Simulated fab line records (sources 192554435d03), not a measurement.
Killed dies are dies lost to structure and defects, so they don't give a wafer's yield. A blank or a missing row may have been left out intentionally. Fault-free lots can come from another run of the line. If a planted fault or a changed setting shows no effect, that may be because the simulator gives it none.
Chamber matching / flow n5-finfet / rie-diel-04 running N5_BEOL_M7_DESCUM_16: 4 sister chambers
The step chemistry O2, time 7.9 s. 8 wafers are shown with their chamber, then 12 later ones without.

## WAFERS WITH THEIR CHAMBER
wafer=L087.1; chamber=0; showerhead-plenum-p-Torr (Torr)=2.06; drypump-motor-current-A (A)=5.8
wafer=L087.2; chamber=1; showerhead-plenum-p-Torr (Torr)=2.23; drypump-motor-current-A (A)=6.3
wafer=L087.5; chamber=2; showerhead-plenum-p-Torr (Torr)=2.17; drypump-motor-current-A (A)=5.2
wafer=L076.4; chamber=1; showerhead-plenum-p-Torr (Torr)=2.23; drypump-motor-current-A (A)=6.3
wafer=L076.6; chamber=2; showerhead-plenum-p-Torr (Torr)=2.17; drypump-motor-current-A (A)=5.3
wafer=L091.2; chamber=3; showerhead-plenum-p-Torr (Torr)=2.05; drypump-motor-current-A (A)=5.7
wafer=L091.5; chamber=3; showerhead-plenum-p-Torr (Torr)=2.05; drypump-motor-current-A (A)=5.7
wafer=L091.6; chamber=0; showerhead-plenum-p-Torr (Torr)=2.05; drypump-motor-current-A (A)=5.8

## WAFERS WITH NO CHAMBER GIVEN
wafer=L088.2; showerhead-plenum-p-Torr (Torr)=2.05; drypump-motor-current-A (A)=5.6
wafer=L088.3; showerhead-plenum-p-Torr (Torr)=2.05; drypump-motor-current-A (A)=5.8
wafer=L088.6; showerhead-plenum-p-Torr (Torr)=2.17; drypump-motor-current-A (A)=5.2
wafer=L092.1; showerhead-plenum-p-Torr (Torr)=2.05; drypump-motor-current-A (A)=5.7
wafer=L092.2; showerhead-plenum-p-Torr (Torr)=2.17; drypump-motor-current-A (A)=5.2
wafer=L092.4; showerhead-plenum-p-Torr (Torr)=2.05; drypump-motor-current-A (A)=5.8
wafer=L094.1; showerhead-plenum-p-Torr (Torr)=2.17; drypump-motor-current-A (A)=5.3
wafer=L094.3; showerhead-plenum-p-Torr (Torr)=2.05; drypump-motor-current-A (A)=5.8
wafer=L094.4; showerhead-plenum-p-Torr (Torr)=2.23; drypump-motor-current-A (A)=6.3
wafer=L097.1; showerhead-plenum-p-Torr (Torr)=2.17; drypump-motor-current-A (A)=5.3
wafer=L097.5; showerhead-plenum-p-Torr (Torr)=2.04; drypump-motor-current-A (A)=5.7
wafer=L097.6; showerhead-plenum-p-Torr (Torr)=2.05; drypump-motor-current-A (A)=5.8

## EACH ONE'S CHAMBER
wafer=L088.2; from the rows above=3; in truth=3
wafer=L088.3; from the rows above=can't be placed: 0 or 3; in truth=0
wafer=L088.6; from the rows above=2; in truth=2
wafer=L092.1; from the rows above=3; in truth=3
wafer=L092.2; from the rows above=2; in truth=2
wafer=L092.4; from the rows above=can't be placed: 0 or 3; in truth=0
wafer=L094.1; from the rows above=2; in truth=2
wafer=L094.3; from the rows above=can't be placed: 0 or 3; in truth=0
wafer=L094.4; from the rows above=1; in truth=1
wafer=L097.1; from the rows above=2; in truth=2
wafer=L097.5; from the rows above=3; in truth=3
wafer=L097.6; from the rows above=can't be placed: 0 or 3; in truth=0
Placed correctly: 8 of 12. Cannot be placed on the basis of these rows: 4; the candidates contain the true chamber in 4. Placed wrongly: 0.
How it was worked out, from the rows above alone: a wafer's distance from a chamber is the root of the sum, over the readings, of the square of ((its reading less the chamber's mean) divided by the reading's scatter). If the next closest chamber is less than 2 further off than the closest, the wafer can't be placed; otherwise it belongs to the closest. For every chamber, the mean is computed from those of its wafers that are shown. The scatter is the square root of a quotient: the sum, over the shown wafers, of each reading's squared deviation from its chamber's mean, divided by wafers minus chambers.
